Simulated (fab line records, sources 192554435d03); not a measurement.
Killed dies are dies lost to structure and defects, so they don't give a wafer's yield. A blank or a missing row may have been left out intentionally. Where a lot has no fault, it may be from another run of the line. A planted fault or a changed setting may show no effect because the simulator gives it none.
Which tool was responsible? ; flow n5_finfet ; 9 lots with 27 wafers sampled at 5 steps, on a route of 1938 steps

== WHAT THE GAUGES SHOWED, per wafer ==
N5_ZERO_LAYER_CD_MEAS_11: the cd target is 2000 nm.
lot;measured;on;cd_nm (nm)
L914;day 2 00:40;cd_sem-01;1999.5 1999.7 1997.0
L915;day 2 06:46;cd_sem-02;2001.6 2002.4 2004.4
L917;day 2 18:38;cd_sem-03;2002.8 2002.7 2002.1
L924;day 4 12:46;cd_sem-03;1999.3 2000.9 2001.1
L925;day 4 18:40;cd_sem-01;1998.8 2003.5 1999.7
L928;day 5 12:47;cd_sem-01;2001.3 2001.0 2003.5
L931;day 6 06:38;cd_sem-03;2006.5 2002.3 2005.0
L933;day 6 18:47;cd_sem-02;1999.1 2000.9 2001.4
L934;day 7 00:46;cd_sem-03;2000.2 1999.5 1999.4

N5_BEOL_M4_RC_MEAS_101.
lot;measured;on;CJ_N;DIBL_N (mV/V);DIBL_P (mV/V);IOFF_N (nA/um);IOFF_N_85C (nA/um);IOFF_N_LIN (nA/um);IOFF_N_LONG (nA/um);IOFF_P (nA/um);ION_N (uA/um);ION_P (uA/um);RS_PWELL (ohm/sq);SS_N (mV/dec);SS_P (mV/dec);VT_N (mV);VT_N_LVT (mV);VT_P (mV)
L914;day 7 21:46;prober-02;0.09 0.09 0.09;137.7 66.6 102.0;32.9 34.0 33.8;47.18 5.70 25.26;364.8 61.2 216.5;1.961 0.477 1.269;0.0001022 0.0001017 0.0001017;0.17 0.18 0.18;703 700 708;451 462 452;- - -;162.8 116.9 144.7;72.0 71.9 73.0;235 244 236;84 91 83;-254 -255 -252
L915;day 8 15:26;prober-02;0.09 0.09 0.09;91.0 102.2 121.4;36.8 32.4 33.6;23.37 22.90 39.84;201.6 198.8 317.7;1.259 1.169 1.705;0.0001058 0.0001066 0.0001056;0.25 0.18 0.18;717 695 704;471 458 454;- - -;137.7 145.2 156.1;73.6 72.4 72.8;230 238 231;80 85 82;-246 -251 -250
L917;day 9 08:31;prober-01;4.42 4.35 4.49;35.9 35.0 36.8;37.2 35.8 37.1;0.16 0.14 0.17;3.1 2.8 3.2;0.072 0.067 0.075;5.27e-05 5.29e-05 5.37e-05;0.21 0.20 0.21;671 669 675;464 459 464;3044 3046 3046;72.0 71.6 71.9;73.4 72.8 73.3;250 252 250;99 101 98;-250 -254 -249
L924;day 11 11:02;prober-02;4.51 4.38 4.28;39.1 34.3 34.8;39.8 33.5 35.5;0.23 0.12 0.14;4.3 2.4 2.7;0.099 0.059 0.067;5.4e-05 5.32e-05 5.3e-05;0.27 0.17 0.20;690 665 667;472 457 463;3034 3025 3020;72.2 70.7 70.3;73.6 73.1 72.8;244 254 252;94 103 100;-248 -252 -248
L925;day 11 16:23;prober-02;4.47 4.38 4.34;35.2 37.3 37.5;34.5 37.3 38.5;0.14 0.16 0.18;2.7 3.1 3.4;0.063 0.074 0.084;5.62e-05 5.44e-05 5.32e-05;0.18 0.22 0.25;667 684 682;459 467 465;3021 3026 3015;70.5 71.4 71.2;72.1 72.6 73.1;252 250 246;100 99 96;-250 -250 -249
L928;day 12 01:48;prober-02;4.41 4.32 4.34;31.7 34.5 33.8;31.2 35.6 34.5;0.09 0.13 0.12;1.9 2.7 2.5;0.045 0.064 0.060;5.59e-05 5.48e-05 5.49e-05;0.13 0.19 0.18;654 667 667;456 461 469;3030 3050 3036;70.2 70.7 70.6;71.9 73.1 72.2;258 251 251;108 101 101;-256 -251 -251
L931;day 12 20:54;prober-01;4.36 4.39 4.37;37.0 37.4 36.3;36.5 37.5 36.1;0.16 0.17 0.17;3.1 3.3 3.2;0.073 0.078 0.076;5.74e-05 5.63e-05 5.81e-05;0.22 0.26 0.22;673 670 671;455 462 463;3001 3023 2980;71.6 71.8 71.5;73.1 74.1 73.4;251 248 250;100 97 97;-249 -245 -247
L933;day 12 23:56;prober-01;4.54 4.41 4.46;37.1 36.5 33.7;37.8 36.8 32.5;0.17 0.15 0.11;3.3 3.0 2.3;0.076 0.071 0.054;5.62e-05 5.65e-05 5.7e-05;0.21 0.20 0.15;679 674 660;458 468 454;3043 3022 3052;72.1 71.4 70.9;74.1 73.9 72.8;246 251 255;98 97 102;-251 -255 -255
L934;day 13 21:09;prober-02;4.38 4.36 4.40;35.9 35.5 35.3;34.6 34.3 33.3;0.14 0.14 0.12;2.8 2.9 2.5;0.066 0.069 0.061;5.64e-05 5.59e-05 5.48e-05;0.20 0.20 0.19;676 683 669;467 466 464;3043 2995 3023;70.8 71.0 70.5;73.0 72.3 72.7;249 249 254;101 98 102;-252 -251 -252

== TOOL THAT RAN EACH LOT (tool first, then ch and the chambers of the sampled wafers, then the start) ==
lot;N5_WELL_APT_DESCUM_13;N5_WELL_APT_STRIP_16;N5_PMOS_HMC_CHANNEL_EPI_HM_DEP_34
L914;rie_diel-04 ch 0,2,3, day 2 01:41;wet_bench-02 ch 3,5,6, day 2 02:10;pecvd-04 ch 1,2, day 2 04:36
L915;rie_diel-02 ch 0,1, day 2 07:48;wet_bench-02 ch 2,6,7, day 2 08:17;pecvd-02 ch 0,1, day 2 10:55
L917;rie_diel-04 ch 0,2, day 2 19:56;wet_bench-03 ch 0,1,5, day 2 20:25;pecvd-03 ch 0,1,2, day 2 22:44
L924;rie_diel-04 ch 1,2,3, day 4 13:53;wet_bench-02 ch 0,3,7, day 4 14:23;pecvd-03 ch 0,1,2, day 4 17:11
L925;rie_diel-04 ch 1,2,3, day 4 19:47;wet_bench-03 ch 1,5,6, day 4 20:18;pecvd-02 ch 1,2, day 4 22:44
L928;rie_diel-04 ch 0,2,3, day 5 14:06;wet_bench-04 ch 1,2,6, day 5 14:36;pecvd-02 ch 0,1, day 5 17:02
L931;rie_diel-02 ch 0,1,2, day 6 07:38;wet_bench-03 ch 0,3,4, day 6 08:08;pecvd-04 ch 0,1,2, day 6 10:53
L933;rie_diel-04 ch 0,1,2, day 6 19:50;wet_bench-03 ch 0,2,5, day 6 20:20;pecvd-04 ch 1,2, day 6 23:13
L934;rie_diel-02 ch 0,2,3, day 7 01:46;wet_bench-02 ch 0,2,5, day 7 02:16;pecvd-02 ch 0,1, day 7 04:58
- N5_WELL_APT_DESCUM_13: chemistry O2, time 7.9 s.
- N5_WELL_APT_STRIP_16: strips in SPM, time 900 s.
- N5_PMOS_HMC_CHANNEL_EPI_HM_DEP_34: deposits SiO2 from TEOS/O2, target thk 36 nm, time 6.9 s.

== AS READ BY THE TOOLS THEMSELVES (means over the sampled wafers that have a number; for cases with no such wafer, the mark the record gives instead) ==
N5_WELL_APT_DESCUM_13.
lot;tool;drypump_motor_current_A (A);oes_product_au (a.u.);rf_vpp_V (V);showerhead_plenum_p_Torr (Torr);throttle_valve_pct (%)
L914;rie_diel-04;5.5;0.76;243.3;2.09;20.42
L915;rie_diel-02;5.4;0.81;244.0;2.13;20.26
L917;rie_diel-04;5.8;0.80;244.5;2.13;20.33
L924;rie_diel-04;5.4;0.81;243.9;2.16;20.33
L925;rie_diel-04;5.3;0.80;244.0;2.16;20.34
L928;rie_diel-04;5.5;0.83;244.3;2.17;20.32
L931;rie_diel-02;5.8;0.76;243.2;2.09;20.38
L933;rie_diel-04;5.7;0.74;243.5;2.11;20.39
L934;rie_diel-02;5.8;0.83;240.9;2.06;20.33

N5_WELL_APT_STRIP_16.
lot;tool;bath_guard_temp_C (C);bath_heat_duty_pct (%)
L914;wet_bench-02;-;-
L915;wet_bench-02;-;-
L917;wet_bench-03;130.0;14.3
L924;wet_bench-02;130.5;15.6
L925;wet_bench-03;129.6;14.1
L928;wet_bench-04;129.8;15.8
L931;wet_bench-03;129.8;13.4
L933;wet_bench-03;130.2;13.2
L934;wet_bench-02;130.6;13.8

N5_PMOS_HMC_CHANNEL_EPI_HM_DEP_34.
lot;tool;heater_power_w (W);showerhead_plenum_p_Torr (Torr);throttle_valve_pct (%)
L914;pecvd-04;542;8.34;18.2
L915;pecvd-02;834;8.34;18.2
L917;pecvd-03;479;8.37;18.8
L924;pecvd-03;507;8.35;18.7
L925;pecvd-02;696;8.37;18.3
L928;pecvd-02;815;8.33;18.2
L931;pecvd-04;549;8.36;18.3
L933;pecvd-04;584;8.34;18.3
L934;pecvd-02;801;8.36;18.8

== THE ANSWER, worked out from the rows above alone ==
Rule: usual is defined by the lots themselves. The widest of any qualifying gaps counts: lots, ordered by their means at a reading, are off when they make up no more than a third of the lots, leave a main group of 4 or more, and stand apart from it by 3 or more times the standard deviation of that group's means. A main group whose means are all the same, to the digits that the tables above print for the reading, isn't used. Also off: a lot with no number at a reading for which 4 or more lots have one. Where the step has rows for the other lots, those lots are counted as sound. First the gauges in route order, then the tools' own readings, where a lot's mean is used as printed above. The first step at which some lot is off is used, and at that step the reading that is off furthest; a lot without a number counts as furthest.
Off: at N5_BEOL_M4_RC_MEAS_101 (RS_PWELL), L914, L915. Without a number there: L914, L915. Mean 3027 ohm/sq and standard deviation 14 in the main group.
A tool fits if, at a process step before that reading, it ran every lot that is off, and no sound lot after the first of them. Not tried: the gauges at N5_BEOL_M4_RC_MEAS_101; whatever is off there is also off at N5_WELL_APT_STRIP_16, on other tools, and gauge error can't account for it. Not one of the candidates tried fits.

== WHAT THE SIMULATOR HAD INSERTED ==
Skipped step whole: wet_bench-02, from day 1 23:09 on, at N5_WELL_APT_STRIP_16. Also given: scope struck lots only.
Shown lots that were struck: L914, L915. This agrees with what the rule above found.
